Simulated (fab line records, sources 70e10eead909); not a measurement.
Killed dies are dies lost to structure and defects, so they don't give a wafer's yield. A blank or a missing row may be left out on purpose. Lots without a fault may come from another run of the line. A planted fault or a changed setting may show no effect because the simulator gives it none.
fab line records | flow nand_harc | part 1 of 2: steps 1 to 4 of 6
record lots=22 wafers=66 last_day=24
route steps=1159 shown P_ZERO_WELL@16 P_GATE@150 P_M2@332
lots that met no fault: from a run of the same line without faults
start_h: hours from the record's first day to the start of the lot's first wafer shown | wait_h: hours since the lot's step before | " the same as in the row above | L1.1+2: a row that stands for several wafers | - no value, or no start given | * or withheld: withheld | < > ~ a bound
route shown NAME@n: a module of which the file shows steps, and the number in the route of the first | usual: mean/standard deviation of fault-free wafers | same: alike in all rows | chamber/n: place in a boat | sites: the reading at each site | _std_site: their standard deviation | _edge_site: outer sites' mean less inner sites' | radius_mm: how far each site lies from the wafer's centre | mask NAME#n: copy n | behind: the tool/chamber that last shaped the wafer | hold: why the lot was held/for how many hours/how that ended | device: the transistor (n, p or np) that didn't switch | end of line: the same wafers' tests at the end of the route | a step without rows: its recipe alone | killed: dies lost to structure and defects at the first sort, not the wafer's yield | map: a wafer's dies, x killed, . not, _ none there
set.NAME: the setting as run; set.NAME@STEP: as run at that earlier step | model.NAME: the simulator's own value behind a step, which no gauge read
steps of the route over a sample of lots; a table a step, a row a wafer
services: from which hour (start_h, from the record's first day; less than 0 if before it) a tool's chamber was out of use, for how many hours, and why
## steps
# step NHARC_P_ZERO_WELL_DESCUM_13
# recipe time_s=3 o2_flow_sccm=200 ar_flow_sccm=0 bias_power_w=0 chemistry=O2
# usual drypump_motor_current_A=5.7/0.4 o2_flow_sccm=200.0/0.55 oes_product_au=0.999/0.011 rf_vpp_V=58.1/0.89 showerhead_plenum_p_Torr=1.95/0.082 throttle_valve_pct=11.311/0.01
# columns lot.wafer tool chamber start_h wait_h drypump_motor_current_A o2_flow_sccm oes_product_au rf_hours_counter_h rf_vpp_V showerhead_plenum_p_Torr throttle_valve_pct
L074.1 rie_diel-01 2 13.51 - 5.2 199.5 0.992 3 56.9 2.07 11.288
L074.5 " 2 " " 5.2 199.4 0.983 - 57.3 2.07 11.300
L074.6 " 3 " " 5.8 200.4 1.004 - 59.7 2.00 11.307
L076.2 rie_diel-02 0 25.58 - 5.8 200.1 0.989 2 59.2 2.02 11.336
L076.4 " 2 " " 5.6 200.3 1.011 2 58.9 1.85 11.318
L076.1 " 3 " " 4.8 200.1 0.996 2 59.3 1.89 11.306
L077.3 rie_diel-01 2 31.30 - 5.2 199.9 1.002 4 58.6 2.07 11.320
L077.2 " 3 " " 5.9 199.4 0.996 4 57.6 2.00 11.308
L077.5 " 2 " " 5.2 201.0 1.004 - 59.4 2.07 11.314
L078.3 rie_diel-03 3 37.41 - 5.8 200.3 1.005 13 57.7 1.98 11.316
L078.6 " 0 " " 5.4 200.2 0.975 - 57.7 2.00 11.318
L078.5 " 1 " " 5.6 199.7 1.018 - 58.1 2.05 11.327
L079.3 rie_diel-01 3 43.41 - 5.8 200.1 1.002 5 59.2 2.00 11.305
L079.2 " 0 " " 6.0 200.1 1.004 4 56.4 1.81 11.319
L079.6 " 2 " " 5.2 200.3 0.996 - 58.1 2.07 11.288
L080.1 rie_diel-03 2 49.51 - 5.8 200.7 0.989 0 56.7 1.96 11.308
L080.2 " 0 " " 5.5 199.0 0.994 0 58.4 2.00 11.304
L080.6 " 3 " " 5.8 200.6 0.996 - 57.0 1.98 11.317
L081.2 rie_diel-02 1 55.40 - 6.1 200.1 0.997 5 58.7 1.88 11.310
L081.3 " 3 " " 4.8 199.5 0.985 4 57.9 1.89 11.315
L081.5 " 3 " " 4.8 199.7 0.986 - 57.6 1.89 11.319
L082.4 rie_diel-02 2 61.40 - 5.6 200.2 1.011 5 56.2 1.85 11.307
L082.3 " 1 " " 6.1 200.0 0.998 5 58.8 1.89 11.299
L082.6 " 2 " " 5.6 201.0 1.017 - 58.2 1.85 11.327
L083.2 rie_diel-02 3 67.42 - 4.8 200.6 0.981 5 58.0 1.89 11.317
L083.6 " 1 " " 6.1 200.4 0.991 - 56.9 1.88 11.321
L083.5 " 2 " " 5.7 200.4 0.998 - 55.7 1.85 11.323
L084.1 rie_diel-01 3 73.28 - 5.8 200.5 0.996 8 58.4 2.00 11.311
L084.4 " 1 " " 6.3 200.3 1.003 7 58.4 1.93 11.298
L084.5 " 3 " " 5.8 200.3 0.993 - 59.0 2.00 11.313
L085.2 rie_diel-01 3 79.49 - 5.8 200.5 0.983 8 58.6 2.00 11.314
L085.3 " 0 " " 6.0 199.6 1.001 7 57.5 1.81 11.316
L085.6 " 1 " " 6.2 200.0 0.994 - 57.5 1.93 11.287
L086.3 rie_diel-03 0 85.41 - 5.4 200.5 1.004 3 58.9 2.00 11.317
L086.4 " 2 " " 5.9 199.6 0.995 3 57.5 1.95 11.300
L086.5 " 1 " " 5.6 199.3 1.019 - 59.5 2.05 11.321
L087.3 rie_diel-02 3 91.27 - 4.8 199.9 0.991 5 58.5 1.89 11.303
L087.2 " 0 " " 5.8 200.4 0.989 4 58.9 2.02 11.314
L087.4 " 3 " " 4.8 199.9 0.987 - 57.0 1.89 11.310
L088.1 rie_diel-01 2 97.40 - 5.2 199.3 0.992 9 59.3 2.06 11.309
L088.4 " 0 " " 6.0 199.8 1.004 8 57.8 1.81 11.304
L088.5 " 1 " " 6.3 200.2 1.000 - 56.7 1.93 11.306
L089.2 rie_diel-01 0 103.40 - 6.0 200.4 1.009 9 58.5 1.80 11.323
L089.3 " 1 " " 6.2 199.8 1.005 9 59.2 1.93 11.305
L089.6 " 0 " " 6.0 200.2 1.010 - 58.2 1.80 11.326
L090.3 rie_diel-03 0 109.28 - 5.4 199.9 1.002 4 57.3 2.00 11.316
L090.1 " 1 " " 5.6 200.0 1.013 5 57.8 2.05 11.312
L090.5 " 0 " " 5.4 199.5 0.992 - 57.9 2.00 11.316
L091.2 rie_diel-01 3 115.27 - 5.9 200.9 1.002 9 59.4 2.00 11.308
L091.4 " 1 " " 6.2 200.3 1.003 10 58.2 1.93 11.322
L091.3 " 2 " " 5.2 199.4 1.000 10 59.6 2.06 11.304
L092.2 rie_diel-02 0 121.41 - 5.7 200.2 0.986 7 57.6 2.01 11.317
L092.1 " 1 " " 6.1 200.2 0.989 9 59.0 1.88 11.326
L092.4 " 2 " " 5.6 200.0 1.016 9 58.6 1.84 11.313
L093.1 rie_diel-01 0 127.52 - 6.0 200.1 1.004 10 56.0 1.80 11.294
L093.6 " 3 " " 5.8 199.3 1.001 - 57.3 2.00 11.302
L093.5 " 0 " " 6.0 200.4 1.002 - 58.6 1.81 11.302
L094.4 rie_diel-02 1 133.52 - 6.0 199.8 0.983 10 57.9 1.88 11.330
L094.1 " 0 " " 5.7 200.2 0.993 8 57.5 2.01 11.314
L094.6 " 2 " " 5.7 198.7 1.010 - 56.9 1.84 11.308
L095.3 rie_diel-03 3 139.28 - 5.8 199.4 0.982 6 58.6 1.98 11.314
L095.2 " 0 " " 5.4 199.9 0.997 6 57.8 2.00 11.315
L095.6 " 2 " " 5.9 200.1 0.997 - 59.0 1.95 11.301
L096.3 rie_diel-03 3 145.54 - 5.8 200.6 0.989 6 59.2 1.98 11.313
L096.4 " 0 " " 5.4 200.0 1.012 6 59.3 2.00 11.299
L096.6 " 1 " " 5.6 199.6 1.041 - 58.3 2.05 11.319
# step NHARC_P_GATE_STRIP_108
# recipe o2_flow_sccm=500 ar_flow_sccm=0 bias_w=0 chemistry=O2
# usual drypump_motor_current_A=5.51/0.25 o2_flow_sccm=500.2/1.5 oes_product_au=0.999/0.011 rf_vpp_V=57.7/0.89 showerhead_plenum_p_Torr=3.47/0.15 throttle_valve_pct=17.036/0.0088
# columns lot.wafer tool chamber start_h wait_h drypump_motor_current_A o2_flow_sccm oes_product_au rf_hours_counter_h rf_vpp_V showerhead_plenum_p_Torr throttle_valve_pct
L074.1 rie_diel-05 0 94.81 - 5.65 503.3 1.008 35 58.2 3.40 17.027
L074.5 " 1 " " 5.42 500.1 0.994 - 58.8 3.52 17.038
L074.6 " 2 " " 5.73 501.0 1.011 - 57.2 3.75 17.039
L076.1 rie_diel-05 0 99.30 - 5.65 502.1 1.009 36 58.1 3.40 17.027
L076.2 " 1 " " 5.42 499.2 0.982 39 56.9 3.52 17.039
L076.4 " 3 " " 5.41 498.6 1.014 39 57.7 3.28 17.036
L077.3 rie_diel-11 3 112.55 - 5.11 501.7 1.004 17 57.7 3.37 17.022
L077.2 " 1 " " 5.78 498.9 0.989 16 57.4 3.46 17.030
L077.5 " 0 " " 5.65 501.8 1.015 - 57.4 3.30 17.033
L078.3 rie_diel-11 1 113.14 - 5.79 499.1 0.996 16 57.9 3.46 17.036
L078.5 " 0 " " 5.65 501.2 1.022 - 56.9 3.30 17.049
L078.6 " 1 " " 5.79 499.1 0.993 - 57.7 3.46 17.028
L079.3 rie_diel-11 1 115.72 - 5.77 500.0 0.983 17 58.0 3.46 17.041
L079.2 " 0 " " 5.63 498.4 1.019 17 56.7 3.30 17.047
L079.6 " 2 " " 5.21 497.2 0.993 - 55.9 3.49 17.039
L081.3 rie_diel-06 3 129.28 - 5.75 500.5 0.977 25 56.9 3.72 17.032
L081.2 " 1 " " 6.11 501.6 0.995 22 58.5 3.57 17.037
L081.5 " 3 " " 5.74 503.5 0.981 - 59.8 3.72 17.038
L080.2 rie_diel-11 2 129.47 - 5.22 501.3 0.995 19 58.4 3.49 17.023
L080.1 " 3 " " 5.13 500.1 0.992 19 56.9 3.37 17.024
L080.6 " 1 " " 5.77 499.5 0.997 - 58.5 3.46 17.047
L082.4 rie_diel-11 1 135.76 - 5.79 499.1 0.986 19 57.9 3.46 17.042
L082.3 " 2 " " 5.22 498.6 0.994 19 57.7 3.49 17.030
L082.6 " 2 " " 5.22 499.5 0.984 - 58.4 3.49 17.041
L083.2 rie_diel-05 0 144.45 - 5.61 500.4 1.019 49 59.3 3.39 17.039
L083.5 " 1 " " 5.44 498.3 0.999 - 59.6 3.51 17.030
L083.6 " 2 " " 5.75 502.4 1.007 - 58.0 3.74 17.033
L084.4 rie_diel-11 2 148.56 - 5.24 501.8 0.992 22 57.8 3.49 17.018
L084.1 " 0 " " 5.64 497.7 1.002 21 58.2 3.30 17.015
L084.5 " 2 " " 5.23 499.8 0.988 - 57.1 3.49 17.029
L087.2 rie_diel-11 0 164.47 - 5.63 501.2 1.008 24 57.5 3.30 17.042
L087.3 " 1 " " 5.78 500.4 0.987 25 57.4 3.45 17.026
L087.4 " 2 " " 5.23 501.9 0.989 25 56.8 3.49 17.050
L086.3 rie_diel-11 2 165.08 - 5.19 499.9 0.992 25 55.9 3.49 17.041
L086.4 " 3 " " 5.16 500.6 1.008 25 56.9 3.37 17.042
L086.5 " 1 " " 5.78 501.3 1.000 - 58.3 3.45 17.019
L085.2 rie_diel-11 1 165.46 - 5.77 499.9 0.999 25 58.6 3.45 17.023
L085.3 " 3 " " 5.13 500.4 0.993 25 57.6 3.37 17.043
L085.6 " 0 " " 5.64 501.7 1.009 - 57.4 3.30 17.032
L088.1 rie_diel-11 3 171.74 - 5.11 495.8 0.991 27 57.3 3.37 17.042
L088.4 " 0 " " 5.65 501.9 0.999 26 57.2 3.30 17.037
L088.5 " 3 " " 5.14 499.5 0.986 - 56.6 3.37 17.027
L089.3 rie_diel-05 0 182.58 - 5.61 500.8 0.983 0 56.3 3.38 17.026
L089.2 " 1 " " 5.45 499.5 1.015 0 58.5 3.50 17.035
L089.6 " 0 " " 5.65 501.2 0.976 - 57.5 3.38 17.038
L090.1 rie_diel-05 2 183.52 - 5.73 499.5 0.993 0 58.4 3.73 17.024
L090.3 " 0 " " 5.66 497.8 0.966 1 56.5 3.38 17.048
L090.5 " 1 " " 5.43 500.6 1.015 - 56.5 3.50 17.040
L091.2 rie_diel-05 2 192.15 - 5.73 500.8 1.006 4 58.1 3.73 17.042
L091.4 " 0 " " 5.61 498.4 0.971 3 56.7 3.38 17.036
L091.3 " 1 " " 5.43 502.4 1.017 3 57.3 3.50 17.042
L092.4 rie_diel-11 1 199.20 - 5.78 500.6 0.995 0 56.6 3.45 17.041
L092.1 " 3 " " 5.12 499.5 0.989 0 57.6 3.37 17.032
L092.2 " 0 " " 5.66 497.7 1.017 0 58.0 3.29 17.045
L093.1 rie_diel-05 0 202.26 - 5.63 502.7 0.988 7 57.1 3.38 17.038
L093.6 " 3 " " 5.41 501.8 1.006 - 59.0 3.80 17.026
L093.5 " 0 " " 5.61 501.8 0.986 - 57.0 3.38 17.023
L094.1 rie_diel-11 3 202.34 - 5.15 501.3 1.007 1 58.6 3.37 17.050
L094.4 " 0 " " 5.60 499.0 1.016 1 57.2 3.30 17.035
L094.6 " 3 " " 5.11 499.7 1.009 - 57.7 3.37 17.038
L095.3 rie_diel-11 0 220.76 - 5.67 503.6 1.008 3 57.3 3.29 17.037
L095.2 " 2 " " 5.19 501.9 0.989 4 57.8 3.49 17.030
L095.6 " 3 " " 5.13 501.2 0.992 - 56.8 3.37 17.024
L096.3 rie_diel-06 1 231.12 - 6.09 499.5 0.997 64 58.0 3.54 17.018
L096.4 " 2 " " 6.06 500.7 0.995 64 56.3 3.40 17.039
L096.6 " 3 " " 5.80 498.1 0.976 - 57.7 3.70 17.040
# step NHARC_P_GATE_CD_MEAS_46
# recipe target_cd_nm=720 landing_energy_ev=500
# usual cd_nm=719.5/2.8
# columns lot.wafer tool chamber start_h wait_h cd_nm
L074.1 cd_sem-01 0 105.91 - 718.1
L074.5 " 0 " " 717.0
L074.6 " 0 " " 714.5
L076.1 cd_sem-02 0 110.45 - 721.0
L076.2 " 0 " " 723.5
L076.4 " 0 " " 722.1
L077.2 cd_sem-01 0 123.80 - 717.1
L077.3 " 0 " " 718.7
L077.5 " 0 " " 720.7
L078.3 cd_sem-01 0 124.23 - 723.0
L078.5 " 0 " " 722.7
L078.6 " 0 " " 724.2
L079.2 cd_sem-02 0 126.87 - 721.8
L079.3 " 0 " " 721.8
L079.6 " 0 " " 723.5
L080.1 cd_sem-01 0 140.66 - 718.0
L080.2 " 0 " " 718.3
L080.6 " 0 " " 715.3
L081.2 cd_sem-01 0 142.65 - 719.9
L081.3 " 0 " " 717.5
L081.5 " 0 " " 720.2
L082.3 cd_sem-03 0 146.96 - 721.2
L082.4 " 0 " " 722.8
L082.6 " 0 " " 720.2
L083.2 cd_sem-03 0 157.03 - 718.6
L083.5 " 0 " " 719.7
L083.6 " 0 " " 717.7
L084.1 cd_sem-02 0 161.89 - 716.1
L084.4 " 0 " " 718.8
L084.5 " 0 " " 721.4
L087.2 cd_sem-02 0 175.56 - 720.3
L087.3 " 0 " " 719.2
L087.4 " 0 " " 718.2
L085.2 cd_sem-02 0 176.59 - 719.6
L085.3 " 0 " " 716.6
L085.6 " 0 " " 719.1
L086.3 cd_sem-01 0 178.20 - 720.1
L086.4 " 0 " " 718.5
L086.5 " 0 " " 721.4
L088.1 cd_sem-02 0 182.80 - 722.5
L088.4 " 0 " " 719.3
L088.5 " 0 " " 717.7
L089.2 cd_sem-01 0 194.07 - 721.6
L089.3 " 0 " " 718.3
L089.6 " 0 " " 720.4
L090.1 cd_sem-01 0 194.74 - 719.9
L090.3 " 0 " " 723.6
L090.5 " 0 " " 719.1
L091.2 cd_sem-03 0 203.49 - 719.8
L091.3 " 0 " " 723.6
L091.4 " 0 " " 720.5
L092.1 cd_sem-01 0 210.27 - 719.3
L092.2 " 0 " " 723.5
L092.4 " 0 " " 722.4
L093.1 cd_sem-03 0 213.38 - 724.8
L093.5 " 0 " " 720.3
L093.6 " 0 " " 720.6
L094.1 cd_sem-02 0 213.56 - 714.6
L094.4 " 0 " " 720.0
L094.6 " 0 " " 717.3
L095.2 cd_sem-02 0 231.76 - 714.8
L095.3 " 0 " " 714.2
L095.6 " 0 " " 719.0
L096.3 cd_sem-02 0 242.11 - 714.4
L096.4 " 0 " " 717.5
L096.6 " 0 " " 719.2
# step NHARC_P_GATE_RTA_80
# recipe temp_c=300 time_s=30
# usual anneal_temp_c_max=301.2/0.44 wafer_temp_C_max=301.20/0.28
# columns lot.wafer tool chamber start_h wait_h anneal_temp_c_max wafer_temp_C_max
L074.1 rtp_anneal-01 0 111.81 - 300.9 301.16
L074.5 " 0 " " 300.7 301.45
L074.6 " 0 " " 300.8 301.25
L076.1 rtp_anneal-01 0 116.26 - 301.5 301.72
L076.2 " 0 " " 301.1 301.71
L076.4 " 0 " " 300.9 301.43
L077.2 rtp_anneal-01 0 129.75 - 300.6 301.12
L077.3 " 0 " " 301.2 301.54
L077.5 " 0 " " 300.7 301.30
L078.3 rtp_anneal-01 0 130.18 - 301.1 301.48
L078.5 " 0 " " 301.4 301.17
L078.6 " 0 " " 300.8 301.11
L079.2 rtp_anneal-02 0 132.83 - 301.2 301.34
L079.3 " 0 " " 302.0 301.41
L079.6 " 0 " " 301.6 301.05
L080.1 rtp_anneal-01 0 146.49 - 301.0 301.08
L080.2 " 0 " " 301.0 301.24
L080.6 " 0 " " 301.4 301.27
L081.2 rtp_anneal-02 0 148.89 - 302.2 301.42
L081.3 " 0 " " 301.5 301.64
L081.5 " 0 " " 301.5 301.71
L082.3 rtp_anneal-01 0 153.16 - 300.7 301.05
L082.4 " 0 " " 300.7 301.39
L082.6 " 0 " " 301.0 300.73
L083.2 rtp_anneal-01 0 163.90 - 301.4 301.04
L083.5 " 0 " " 300.7 301.07
L083.6 " 0 " " 301.0 300.91
L084.1 rtp_anneal-02 0 168.18 - 301.7 301.00
L084.4 " 0 " " 301.3 301.23
L084.5 " 0 " " 301.1 300.89
L087.2 rtp_anneal-01 0 181.99 - 300.7 301.38
L087.3 " 0 " " 301.0 301.10
L087.4 " 0 " " 301.3 300.94
L085.2 rtp_anneal-01 0 182.72 - 300.6 301.26
L085.3 " 0 " " 300.6 300.98
L085.6 " 0 " " 300.5 300.49
L086.3 rtp_anneal-02 0 184.15 - 302.4 300.77
L086.4 " 0 " " 301.2 301.59
L086.5 " 0 " " 301.4 301.43
L088.1 rtp_anneal-02 0 188.73 - 301.3 300.89
L088.4 " 0 " " 302.1 301.27
L088.5 " 0 " " 301.3 301.27
L089.2 rtp_anneal-02 0 200.07 - 301.4 301.29
L089.3 " 0 " " 301.3 300.92
L089.6 " 0 " " 301.2 300.89
L090.1 rtp_anneal-02 0 200.76 - 301.5 300.66
L090.3 " 0 " " 301.3 301.17
L090.5 " 0 " " 301.4 300.82
L091.2 rtp_anneal-01 0 209.91 - 301.0 301.15
L091.3 " 0 " " 301.3 301.05
L091.4 " 0 " " 301.1 301.09
L092.1 rtp_anneal-02 0 216.54 - 301.9 301.04
L092.2 " 0 " " 301.5 301.55
L092.4 " 0 " " 301.9 301.17
L093.1 rtp_anneal-01 0 219.20 - 300.7 301.56
L093.5 " 0 " " 300.9 300.94
L093.6 " 0 " " 300.9 300.92
L094.1 rtp_anneal-01 0 219.63 - 300.7 301.25
L094.4 " 0 " " 301.2 301.99
L094.6 " 0 " " 301.0 301.62
L095.2 rtp_anneal-01 0 237.53 - 300.7 301.06
L095.3 " 0 " " 301.0 301.54
L095.6 " 0 " " 300.8 300.96
L096.3 rtp_anneal-02 0 248.36 - 301.8 301.39
L096.4 " 0 " " 302.0 301.22
L096.6 " 0 " " 301.6 300.90
